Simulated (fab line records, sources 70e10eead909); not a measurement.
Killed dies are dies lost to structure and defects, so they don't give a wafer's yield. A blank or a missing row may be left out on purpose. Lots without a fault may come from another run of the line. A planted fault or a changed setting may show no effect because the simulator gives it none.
Chamber matching | flow nand_harc | NHARC_A_STAIRCASE_HM_OPEN_463 on rie_diel-12: 4 sister chambers
The step chemistry O2/COS. 14 wafers are shown with their chamber, then 7 later ones without.

WAFERS WITH THEIR CHAMBER
wafer  | chamber | showerhead_plenum_p_Torr (Torr) | rf_vpp_V (V) | oes_product_au (a.u.)
L468.1 | 0       | 2.95                            | 464          | 1.013
L468.3 | 3       | 3.13                            | 468          | 1.004
L468.6 | 1       | 2.92                            | 462          | 0.989
L467.3 | 2       | 3.22                            | 468          | 1.004
L467.4 | 1       | 2.92                            | 463          | 0.999
L467.6 | 0       | 2.95                            | 464          | 1.027
L469.3 | 3       | 3.13                            | 466          | 0.999
L469.4 | 0       | 2.95                            | 463          | 1.019
L469.6 | 3       | 3.13                            | 468          | 0.991
L474.3 | 1       | 2.91                            | 462          | 1.007
L474.5 | 1       | 2.91                            | 463          | 0.999
L474.6 | 2       | 3.22                            | 469          | 0.987
L476.3 | 2       | 3.21                            | 469          | 0.986
L476.5 | 2       | 3.21                            | 469          | 0.988

SIGNATURES (means of the wafers above)
reading                  | chamber 0 | chamber 1 | chamber 2 | chamber 3 | scatter within a chamber
showerhead_plenum_p_Torr | 2.9500    | 2.9150    | 3.2150    | 3.1300    | 0.00447
rf_vpp_V                 | 463.67    | 462.50    | 468.75    | 467.33    | 0.713
oes_product_au           | 1.01967   | 0.99850   | 0.99125   | 0.99800   | 0.00753
Rule: a wafer's distance from a chamber is the root of the sum, over the readings, of the square of ((its reading less the chamber's mean) divided by the reading's scatter). The wafer belongs to the nearest chamber; if the next one is less than 2 further off, it can't be placed. The scatter: the root of (the sum of the squares of (reading less its chamber's mean) over the shown wafers, divided by (wafers less chambers)).

WAFERS WITHOUT THEIR CHAMBER
wafer  | showerhead_plenum_p_Torr (Torr) | rf_vpp_V (V) | oes_product_au (a.u.)
L476.6 | 3.12                            | 467          | 0.992
L478.4 | 2.94                            | 462          | 1.018
L478.5 | 2.91                            | 461          | 0.995
L478.6 | 3.21                            | 469          | 0.986
L488.2 | 3.19                            | 469          | 0.988
L488.3 | 2.89                            | 462          | 1.006
L488.5 | 3.19                            | 469          | 0.992

WHICH CHAMBER EACH WENT THROUGH
wafer  | from the rows above | in truth
L476.6 | 3                   | 3
L478.4 | 0                   | 0
L478.5 | 1                   | 1
L478.6 | 2                   | 2
L488.2 | 2                   | 2
L488.3 | 1                   | 1
L488.5 | 2                   | 2
Placed correctly: 7 of 7. Can't be placed from these rows: 0. Placed wrongly: 0.
